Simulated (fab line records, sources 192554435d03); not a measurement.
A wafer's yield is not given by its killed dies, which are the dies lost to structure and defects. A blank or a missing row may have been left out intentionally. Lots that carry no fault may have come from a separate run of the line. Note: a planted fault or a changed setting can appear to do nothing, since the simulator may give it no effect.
Matching of chambers | flow n5_finfet | N5_BEOL_M8_ETCH_62 on rie_diel-05 has 4 sister chambers
The step etches SOC in N2/H2, target depth 110 nm, overetch 22 nm, time 165 s. 4 wafers are shown with their chamber, then 8 later ones without.

== WAFERS WITH THEIR CHAMBER ==
wafer  | chamber | throttle_valve_pct (%)
L079.6 | 3       | 17.45
L081.4 | 2       | 17.73
L081.5 | 1       | 17.16
L082.2 | 0       | 17.68

== WAFERS MISSING THEIR CHAMBER ==
wafer  | throttle_valve_pct (%)
L082.3 | 17.73
L082.6 | 17.71
L087.1 | 17.77
L087.4 | 17.70
L087.5 | 17.50
L096.3 | 17.74
L096.4 | 17.21
L096.6 | 17.22

== CHAMBER TAKEN BY EACH ==
wafer  | from the rows above     | in truth
L082.3 | can't be placed: 2 or 0 | 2
L082.6 | can't be placed: 2 or 0 | 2
L087.1 | can't be placed: 2 or 0 | 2
L087.4 | can't be placed: 0 or 2 | 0
L087.5 | 3                       | 3
L096.3 | can't be placed: 2 or 0 | 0
L096.4 | 1                       | 1
L096.6 | 1                       | 1
3 of 8 placed correctly. Unplaceable from these rows: 5, with the true chamber sitting among the candidates in 5. Wrongly placed: 0.
How it was worked out, from the rows above alone: a wafer's distance from a chamber is the root of the sum, over the readings, of the square of ((its reading less the chamber's mean) divided by the reading's scatter). If the next closest chamber is less than 2 further off than the closest, the wafer can't be placed; otherwise it belongs to the closest. The mean given for a chamber averages the wafers shown for that chamber. The scatter: root of mean squared gap, hidden wafer to nearest shown wafer, with one shown wafer a chamber.
